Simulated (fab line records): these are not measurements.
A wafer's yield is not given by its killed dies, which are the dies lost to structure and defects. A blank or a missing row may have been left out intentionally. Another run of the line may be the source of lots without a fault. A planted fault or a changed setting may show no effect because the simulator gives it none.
Code-filled problem report in 8D (eight disciplines) form / flow n5_finfet / the parts of the form that need people (team, actions taken, sign-off) are left out

## 1. THE PROBLEM
spin_speed_rpm at N5_BEOL_M3_COAT_22 reads a mean of 1063.4 rpm on 6 wafers of 2 lots; wafers without a fault read 1499.7 rpm with a standard deviation of 1. That is -99 or more standard deviations from the usual mean.
The step: resist thk 30 nm.
Seen first at day 12 14:49 on litho_track-05, wafer L734.3. The record has a number at this step for 30 wafers belonging to 10 lots. The rule behind "out" and "out of limits": a value lying over 4 standard deviations away from the usual mean. All remaining wafers that have a number are taken as sound.

## 2. WHAT IT IS, AND WHAT IT ISN'T
question=which readings at this step | is=spin_speed_rpm | is not=-
question=which lots | is=L734, L735 | is not=L719, L720, L721, L722, L726, L727, L731, L742
question=which wafers of those lots | is=all that have a number | is not=-
question=read on which tools | is=litho_track-05 | is not=litho_track-01, litho_track-03
question=when | is=from day 12 14:49 | is not=up to then (21 sound wafers); but 3 sound wafers of L742 came after

## 3. WHAT RULES OUT EACH SUSPECT
Counting: any tool at a process step up to the reading is kept as a suspect provided that every lot that is out went through it and no sound lot did after the first of them.
- pecvd-04 at N5_BEOL_M3_PECVD_72 (deposits SiO2 from TEOS/O2, target thk 16 nm, time 18 s): kept. All lots that are out passed through it, beginning with L734 at day 12 12:16, and no sound lot followed; its final sound lot before that point was L727 at day 9 02:42.
- litho_track-05 at N5_BEOL_M3_COAT_22 (resist thk 30 nm): kept. All lots that are out passed through it, beginning with L734 at day 12 14:49, and no sound lot followed; its final sound lot before that point was L722 at day 7 17:15. On those wafers its own readings are out: spin_speed_rpm.
After counting, pecvd-04 at N5_BEOL_M3_PECVD_72 and litho_track-05 at N5_BEOL_M3_COAT_22 remain.

## 4. THE CAUSE (what the simulator had put in)
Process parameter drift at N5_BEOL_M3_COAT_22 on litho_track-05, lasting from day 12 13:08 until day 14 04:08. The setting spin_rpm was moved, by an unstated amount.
Of the 2 suspects that counting leaves, this tool is one.

## 5. THE CHAIN OF EFFECTS, in route order
Each row: a reading where the mean over the struck wafers with a number is more than 3 standard deviations away from the usual. Only readings whose record carries a usual standard deviation are examined. hours: median over the lots of the time between each lot's start at the first step of this table that gives one and its start at this step. sigmas: the change, counted in usual standard deviations.
hours=0; step=N5_BEOL_M3_COAT_22; reading=spin_speed_rpm; usual=1499.7 rpm; on struck wafers=1063.4; change=-436.3; sigmas=-99 or more
Here are the process steps it includes:
- N5_BEOL_M3_COAT_22: resist thk 30 nm.
Later steps that measure or inspect, where all struck wafers having a row at the step show a number for every such reading and not one has moved that far: N5_BEOL_M4_RC_MEAS_101.

## 6. WHAT WOULD HAVE CAUGHT IT SOONER
In this record the first reading out of limits was taken at day 12 14:49, 2 hours after the fault began at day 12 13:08.
